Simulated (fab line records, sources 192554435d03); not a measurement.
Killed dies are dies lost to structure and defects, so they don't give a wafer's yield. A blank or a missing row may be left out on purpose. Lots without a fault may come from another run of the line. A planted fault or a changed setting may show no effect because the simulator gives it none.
fab line records | flow n5_finfet
record lots=7 wafers=39
route steps=1938 shown BEOL_M2@879 BEOL_M6@1251 BEOL_M8@1348 BEOL_M10@1470
start_h: hours from the record's first day to the start of the lot's first wafer shown | wait_h: hours since the lot's step before | " the same as in the row above | L1.1+2: a row that stands for several wafers | - no value, or no start given | * or withheld: withheld | < > ~ a bound
route shown NAME@n: a module of which the file shows steps, and the number in the route of the first | usual: mean/standard deviation of fault-free wafers | same: alike in all rows | chamber/n: place in a boat | sites: the reading at each site | _std_site: their standard deviation | _edge_site: outer sites' mean less inner sites' | radius_mm: how far each site lies from the wafer's centre | mask NAME#n: copy n | behind: the tool/chamber that last shaped the wafer | hold: why the lot was held/for how many hours/how that ended | device: the transistor (n, p or np) that didn't switch | end of line: the same wafers' tests at the end of the route | a step without rows: its recipe alone | killed: dies lost to structure and defects at the first sort, not the wafer's yield | map: a wafer's dies, x killed, . not, _ none there
set.NAME: the setting as run; set.NAME@STEP: as run at that earlier step | model.NAME: the simulator's own value behind a step, which no gauge read
lots whose settings were changed on purpose; a table a step, a row a wafer
## steps
# step N5_BEOL_M2_DESCUM_33
# recipe chemistry=O2 time_s=7 source_power_w=50 bias_power_w=20 pressure_mtorr=20 rf_frequency_hz=2.712e+07 temp_c=40 resist=CAR-EUV o2_flow_sccm=225
# columns lot.wafer tool chamber start_h wait_h set.time_s model.CAR-EUV_of_BEOL_M2_COAT_22.thk_nm
L074.1+4 rie_diel-05 0,2 161.00 0.0 9.006 25
L074.2+3 " 1,3 " " 7 26
L074.5 " 2 " " 7 26.2
L074.6 " 1 " " 9.006 25.2
L076.1+4 rie_diel-01 2,3 165.95 0.0 7 26
L076.2+3+5 " 1,0,0 " " 3.961 27.6
L076.6 " 3 " " 7 26.2
L078.1+2+5 rie_diel-01 2,3,3 174.27 0.5 3.985 27.6
L078.3+6 " 0,2 " " 7 26
L078.4 " 1 " " 7 26.2
L081.3+6 rie_diel-05 0 177.11 0.0 7 26.2
L081.4 " 3 " " 7 26
L085.1+2+3+4+5 rie_diel-06 2,3,1,0,3 214.68 0.0 7 26.2
L085.6 " 2 " " 7 26
L087.1+5 rie_diel-05 1,0 225.43 0.0 7 26.2
L087.2+4+6 " 3,0,1 " " 10.52 24.4
L087.3 " 2 " " 7 26
L093.1+2+5 rie_diel-06 2,1,3 248.56 0.0 7 26
L093.3+4+6 " 3,0,0 " " 4.93 27
# step N5_BEOL_M2_ETCH_77
# recipe chemistry=N2/H2 target=underlayer target_depth_a=65 mask_material=CAR-EUV time_s=5.2 ion_energy_ev=200 pressure_mtorr=30 source_w=840 bias_w=150 n2_flow_sccm=200 h2_flow_sccm=200 ends=cleared
# columns lot.wafer tool chamber start_h wait_h set.time_s@BEOL_M2_DESCUM_33 model.CAR-EUV_of_BEOL_M2_COAT_22.thk_nm
L074.1+6 rie_diel-05 0,1 161.04 0.0 9.006 19.4
L074.2+5 " 1,2 " " 7 20.4
L074.3 " 3 " " 7 20.2
L074.4 " 2 " " 9.006 19.2
L076.1+4+6 rie_diel-01 2,3,3 165.98 0.0 7 20.4
L076.2+3+5 " 1,0,0 " " 3.961 21.8
L078.1+2 rie_diel-01 2,3 174.30 0.0 3.985 22
L078.3+4+6 " 0,1,2 " " 7 20.4
L078.5 " 3 " " 3.985 21.8
L081.3+6 rie_diel-05 0 177.14 0.0 7 20.4
L081.4 " 3 " " 7 20.2
L085.1+2+3+4+5+6 rie_diel-06 2,3,1,0,3,2 214.71 0.0 7 20.4
L087.1+3+5 rie_diel-05 1,2,0 225.46 0.0 7 20.4
L087.2+4+6 " 3,0,1 " " 10.52 18.6
L093.1+2+5 rie_diel-06 2,1,3 248.60 0.0 7 20.4
L093.3 " 3 " " 4.93 21.4
L093.4+6 " 0 " " 4.93 21.2
# step N5_BEOL_M2_ETCH_69
# recipe chemistry=CF4 target=SiARC target_depth_a=156 mask_material=CAR-EUV time_s=26 ion_energy_ev=80 pressure_mtorr=40 source_w=545 bias_w=36 Ar_flow_sccm=100 cf4_flow_sccm=100 ends=cleared
# columns lot.wafer tool chamber start_h wait_h set.time_s@BEOL_M2_DESCUM_33 model.CAR-EUV_of_BEOL_M2_COAT_22.thk_nm
L074.1+6 rie_diel-05 0,1 161.05 0.0 9.006 10.2
L074.2+5 " 1,2 " " 7 11.2
L074.3 " 3 " " 7 11
L074.4 " 2 " " 9.006 10
L076.1+4+6 rie_diel-01 2,3,3 166.00 0.0 7 11.2
L076.2+3+5 " 1,0,0 " " 3.961 12.6
L078.1+2 rie_diel-01 2,3 174.32 0.0 3.985 12.8
L078.3+4+6 " 0,1,2 " " 7 11.2
L078.5 " 3 " " 3.985 12.6
L081.3+6 rie_diel-05 0 177.16 0.0 7 11.2
L081.4 " 3 " " 7 11
L085.1+2+3+4+5 rie_diel-06 2,3,1,0,3 214.73 0.0 7 11.2
L085.6 " 2 " " 7 11
L087.1 rie_diel-05 1 225.48 0.0 7 11.2
L087.2+4+6 " 3,0,1 " " 10.52 9.4
L087.3+5 " 2,0 " " 7 11
L093.1+2+5 rie_diel-06 2,1,3 248.61 0.0 7 11.2
L093.3 " 3 " " 4.93 12.2
L093.4+6 " 0 " " 4.93 12
# step N5_BEOL_M6_ALD_77
# recipe material=TaN target_thk_a=20 temp_c=275 ald_precursor_family=PDMAT ald_co_reactant=NH3 pressure_torr=3 carrier_flow_sccm=1500 pulse_time_s=2 purge_time_s=3 co_reactant_purge_time_s=2 co_reactant_pulse_time_s=3 ald_cycles=40 precursor_vessel_temp_c=75 precursor_vessel_pressure_torr=26.25 precursor_vessel_carrier_sccm=1000
# columns lot.wafer tool chamber start_h wait_h set.ald_cycles model.TaN_of_BEOL_M6_ALD_77.thk_nm
L074.1+2+6 ald_metal-03 1,0,2 210.35 0.3 24 1.2
L074.3+4+5 " 3,2,1 " " 40 2
L076.1+3+4 ald_metal-04 1,3,2 213.37 0.0 40 2
L076.2+5+6 " 0,2,3 " " 57 2.8
L078.1+5+6 ald_metal-01 2,1,0 227.38 0.0 63 3.2
L078.2+3+4 " 3,0,1 " " 40 2
L081.3+4+6 ald_metal-01 3,0,2 236.53 0.0 40 2
L085.1+2+6 ald_metal-01 2,1,3 267.66 0.0 49 2.4
L085.3+4+5 " 3,0,2 " " 40 2
L087.1+2+3+4+5+6 ald_metal-01 0,1,3,2,1,2 283.30 0.0 40 2
L093.1+2+3+4+5+6 ald_metal-04 1,2,3,3,1,2 303.89 0.3 40 2
# step N5_BEOL_M8_DESCUM_16
# recipe chemistry=O2 time_s=7.9 source_power_w=50 bias_power_w=20 pressure_mtorr=20 rf_frequency_hz=2.712e+07 temp_c=40 resist=CAR-ArF o2_flow_sccm=225
# columns lot.wafer tool chamber start_h wait_h set.time_s model.CAR-ArF_of_BEOL_M8_COAT_05.thk_nm
L074.1+3 rie_diel-05 1,0 226.90 0.1 11.09 81
L074.2 " 2 " " 7.9 82.8
L074.4 " 3 " " 11.09 80.8
L074.5 " 3 " " 7.9 83
L074.6 " 2 " " 7.9 83.2
L076.1+2+4 rie_diel-05 1,3,2 227.69 0.0 9.882 82.2
L076.3+6 " 0,3 " " 7.9 83.4
L076.5 " 2 " " 7.9 83.2
L078.1+2+6 rie_diel-01 2,0,3 242.05 0.3 4.496 85.6
L078.3+5 " 1,0 " " 7.9 83.4
L078.4 " 3 " " 7.9 83.6
L081.3+6 rie_diel-05 3,0 250.53 0.0 7.9 83
L081.4 " 1 " " 7.9 83.2
L085.1 rie_diel-05 1 289.72 0.0 7.9 83.8
L085.2+3 " 3,2 " " 11.52 81.4
L085.4 " 0 " " 7.9 83.6
L085.5 " 1 " " 11.52 81.6
L085.6 " 2 " " 7.9 83.4
L087.1 rie_diel-01 0 298.99 0.6 7.9 83.2
L087.2 " 3 " " 7.9 83.4
L087.3 " 2 " " 5.462 84.6
L087.4 " 1 " " 5.462 84.8
L087.5 " 2 " " 5.462 85
L087.6 " 3 " " 7.9 83.6
L093.1+2+3 rie_diel-01 1,3,0 317.09 0.0 7.9 83.4
L093.4+5 " 2,0 " " 9.749 82.4
L093.6 " 3 " " 9.749 82.2
# step N5_BEOL_M8_ETCH_61
# recipe chemistry=CF4 target=SiARC target_depth_a=455 mask_material=CAR-ArF time_s=75.8 ion_energy_ev=80 pressure_mtorr=40 source_w=545 bias_w=36 Ar_flow_sccm=100 cf4_flow_sccm=100 ends=cleared
# columns lot.wafer tool chamber start_h wait_h set.time_s@BEOL_M8_DESCUM_16 model.CAR-ArF_of_BEOL_M8_COAT_05.thk_nm
L074.1 rie_diel-05 1 226.94 0.0 11.09 48.6
L074.2 " 2 " " 7.9 50.2
L074.3 " 0 " " 11.09 48.4
L074.4 " 3 " " 11.09 48.2
L074.5 " 3 " " 7.9 50.6
L074.6 " 2 " " 7.9 50.8
L076.1+2 rie_diel-05 1,3 227.72 0.0 9.882 49.6
L076.3+6 " 0,3 " " 7.9 50.8
L076.4 " 2 " " 9.882 49.4
L076.5 " 2 " " 7.9 50.4
L078.1+2+6 rie_diel-01 2,0,3 242.08 0.0 4.496 53
L078.3+5 " 1,0 " " 7.9 50.6
L078.4 " 3 " " 7.9 50.8
L081.3+6 rie_diel-05 3,0 250.57 0.0 7.9 50.4
L081.4 " 1 " " 7.9 50.6
L085.1 rie_diel-05 1 289.75 0.0 7.9 51.2
L085.2 " 3 " " 11.52 48.6
L085.3+5 " 2,1 " " 11.52 49
L085.4+6 " 0,2 " " 7.9 50.8
L087.1+2 rie_diel-01 0,3 299.02 0.0 7.9 50.6
L087.3 " 2 " " 5.462 52
L087.4+5 " 1,2 " " 5.462 52.2
L087.6 " 3 " " 7.9 51
L093.1 rie_diel-01 1 317.13 0.0 7.9 50.6
L093.2+3 " 3,0 " " 7.9 50.8
L093.4 " 2 " " 9.749 49.8
L093.5+6 " 0,3 " " 9.749 49.6
# step N5_BEOL_M10_ILD_DEP_00
# recipe material=SiCOH_lowk target_thk_a=3085.1 temp_c=300 precursor=DEMS/porogen pressure_torr=5 rf_w=500 time_s=58
# columns lot.wafer tool chamber start_h wait_h set.target_thk_a model.SiCOH_lowk_of_BEOL_M10_ILD_DEP_00.thk_nm
L074.1 pecvd-01 2 238.10 0.0 3085.1 304.6
L074.2 " 1 " " 3085.1 310.8
L074.3 " 0 " " 3085.1 306
L074.4+6 " 2,0 " " 3085.1 308
L074.5 " 1 " " 3085.1 312.2
L076.1 pecvd-02 2 238.72 0.0 3085.1 305.8
L076.2 " 0 " " 3085.1 312.6
L076.3 " 1 " " 3085.1 309.4
L076.4 " 0 " " 3085.1 314.2
L076.5 " 1 " " 3085.1 317.2
L076.6 " 2 " " 3085.1 310.8
L078.1 pecvd-01 2 257.44 0.0 3085.1 303.6
L078.2 " 1 " " 3565 354
L078.3 " 0 " " 3085.1 302.8
L078.4 " 2 " " 3565 352
L078.5 " 0 " " 3565 356.8
L078.6 " 1 " " 3085.1 312.2
L081.3 pecvd-01 0 267.67 0.0 3085.1 302.8
L081.4 " 2 " " 3085.1 304.6
L081.6 " 0 " " 3085.1 309.2
L085.1 pecvd-02 1 305.04 0.0 3085.1 307.6
L085.2 " 0 " " 3085.1 307.2
L085.3 " 2 " " 3085.1 301.6
L085.4 " 0 " " 3085.1 311.2
L085.5 " 2 " " 3085.1 310
L085.6 " 1 " " 3085.1 309.8
L087.1 pecvd-03 2 312.33 0.0 3085.1 302.8
L087.2 " 0 " " 3085.1 298.8
L087.3 " 1 " " 3085.1 305.2
L087.4 " 0 " " 4082 403.4
L087.5 " 2 " " 4082 407.4
L087.6 " 1 " " 4082 408.4
L093.1 pecvd-01 2 329.73 0.0 3085.1 303
L093.2 " 0 " " 4153 412.8
L093.3 " 1 " " 4153 410
L093.4 " 1 " " 4153 418.8
L093.5 " 2 " " 3085.1 309.2
L093.6 " 0 " " 3085.1 312.4
# step N5_BEOL_M10_CURE_71
# recipe temp_c=385 time_s=240 ambient=He/Ar material=SiCOH_lowk
# columns lot.wafer tool chamber start_h wait_h set.target_thk_a@BEOL_M10_ILD_DEP_00 model.SiCOH_lowk_of_BEOL_M10_ILD_DEP_00.thk_nm
L074.1 uv_cure-02 1 238.18 0.0 3085.1 264.6
L074.2 " 1 " " 3085.1 270.2
L074.3 " 1 " " 3085.1 265.8
L074.4+6 " 1 " " 3085.1 267.6
L074.5 " 1 " " 3085.1 271.2
L076.1 uv_cure-03 0 238.91 0.2 3085.1 265.6
L076.2 " 0 " " 3085.1 271.6
L076.3 " 0 " " 3085.1 268.8
L076.4 " 0 " " 3085.1 273.2
L076.5 " 0 " " 3085.1 275.8
L076.6 " 0 " " 3085.1 270
L078.1 uv_cure-01 2 257.94 0.5 3085.1 263.6
L078.2 " 2 " " 3565 308.4
L078.3 " 2 " " 3085.1 262.8
L078.4 " 2 " " 3565 306.4
L078.5 " 2 " " 3565 310.8
L078.6 " 2 " " 3085.1 271.4
L081.3 uv_cure-03 2 267.91 0.2 3085.1 262.8
L081.4 " 2 " " 3085.1 264.4
L081.6 " 2 " " 3085.1 268.6
L085.1 uv_cure-01 0 305.12 0.0 3085.1 267.2
L085.2 " 0 " " 3085.1 266.8
L085.3 " 0 " " 3085.1 262
L085.4 " 0 " " 3085.1 270.4
L085.5+6 " 0 " " 3085.1 269.2
L087.1 uv_cure-01 0 312.70 0.3 3085.1 263
L087.2 " 0 " " 3085.1 259.4
L087.3 " 0 " " 3085.1 265
L087.4 " 0 " " 4082 352.2
L087.5 " 0 " " 4082 355.8
L087.6 " 0 " " 4082 356.8
L093.1 uv_cure-01 0 329.81 0.0 3085.1 263.2
L093.2 " 0 " " 4153 360.6
L093.3 " 0 " " 4153 358.2
L093.4 " 0 " " 4153 366
L093.5 " 0 " " 3085.1 268.6
L093.6 " 0 " " 3085.1 271.4
# step N5_BEOL_M10_THK_MEAS_01
# recipe reads=SiCOH_lowk_of_BEOL_M10_ILD_DEP_00
# usual M10_ILD_THK=267/3.7
# columns lot.wafer tool chamber start_h wait_h set.target_thk_a@BEOL_M10_ILD_DEP_00 M10_ILD_THK[nm]
L074.1 film_metro-02 - 239.18 0.8 3085.1 265
L074.2 " - " " 3085.1 270
L074.3 " - " " 3085.1 266
L074.4 " - " " 3085.1 268
L074.5 " - " " 3085.1 271
L074.6 " - " " 3085.1 268
L076.1 film_metro-02 - 239.42 0.4 3085.1 266
L076.2 " - " " 3085.1 272
L076.3 " - " " 3085.1 269
L076.4 " - " " 3085.1 273
L076.5 " - " " 3085.1 276
L076.6 " - " " 3085.1 270
L078.1 film_metro-01 - 258.45 0.4 3085.1 264
L078.2 " - " " 3565 308
L078.3 " - " " 3085.1 263
L078.4 " - " " 3565 307
L078.5 " - " " 3565 311
L078.6 " - " " 3085.1 271
L081.3 film_metro-01 - 268.27 0.3 3085.1 263
L081.4 " - " " 3085.1 264
L081.6 " - " " 3085.1 269
L085.1 film_metro-02 - 305.63 0.4 3085.1 267
L085.2 " - " " 3085.1 267
L085.3 " - " " 3085.1 262
L085.4 " - " " 3085.1 270
L085.5 " - " " 3085.1 269
L085.6 " - " " 3085.1 269
L087.1 film_metro-01 - 313.21 0.4 3085.1 263
L087.2 " - " " 3085.1 259
L087.3 " - " " 3085.1 265
L087.4 " - " " 4082 352
L087.5 " - " " 4082 356
L087.6 " - " " 4082 357
L093.1 film_metro-01 - 330.32 0.4 3085.1 263
L093.2 " - " " 4153 360
L093.3 " - " " 4153 358
L093.4 " - " " 4153 366
L093.5 " - " " 3085.1 268
L093.6 " - " " 3085.1 271
## key
split step=N5_BEOL_M2_DESCUM_33 setting=time_s stated=7 by=wafer
response step=N5_BEOL_M2_DESCUM_33 reading=model.CAR-EUV_of_BEOL_M2_COAT_22.thk_nm change=-0.0349 per=1% r=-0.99
response step=N5_BEOL_M2_ETCH_77 reading=model.CAR-EUV_of_BEOL_M2_COAT_22.thk_nm change=-0.0341 per=1% r=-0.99
response step=N5_BEOL_M2_ETCH_69 reading=model.CAR-EUV_of_BEOL_M2_COAT_22.thk_nm change=-0.0333 per=1% r=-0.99
split step=N5_BEOL_M6_ALD_77 setting=ald_cycles stated=40 by=wafer
response step=N5_BEOL_M6_ALD_77 reading=model.TaN_of_BEOL_M6_ALD_77.thk_nm change=+0.0199 per=1% r=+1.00
split step=N5_BEOL_M8_DESCUM_16 setting=time_s stated=7.9 by=wafer
response step=N5_BEOL_M8_DESCUM_16 reading=model.CAR-ArF_of_BEOL_M8_COAT_05.thk_nm change=-0.0479 per=1% r=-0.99
response step=N5_BEOL_M8_ETCH_61 reading=model.CAR-ArF_of_BEOL_M8_COAT_05.thk_nm change=-0.049 per=1% r=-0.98
split step=N5_BEOL_M10_ILD_DEP_00 setting=target_thk_a stated=3085.1 by=wafer
response step=N5_BEOL_M10_ILD_DEP_00 reading=model.SiCOH_lowk_of_BEOL_M10_ILD_DEP_00.thk_nm change=+3.13 per=1% r=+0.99
response step=N5_BEOL_M10_CURE_71 reading=model.SiCOH_lowk_of_BEOL_M10_ILD_DEP_00.thk_nm change=+2.78 per=1% r=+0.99
response step=N5_BEOL_M10_THK_MEAS_01 reading=M10_ILD_THK change=+2.78 per=1% r=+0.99
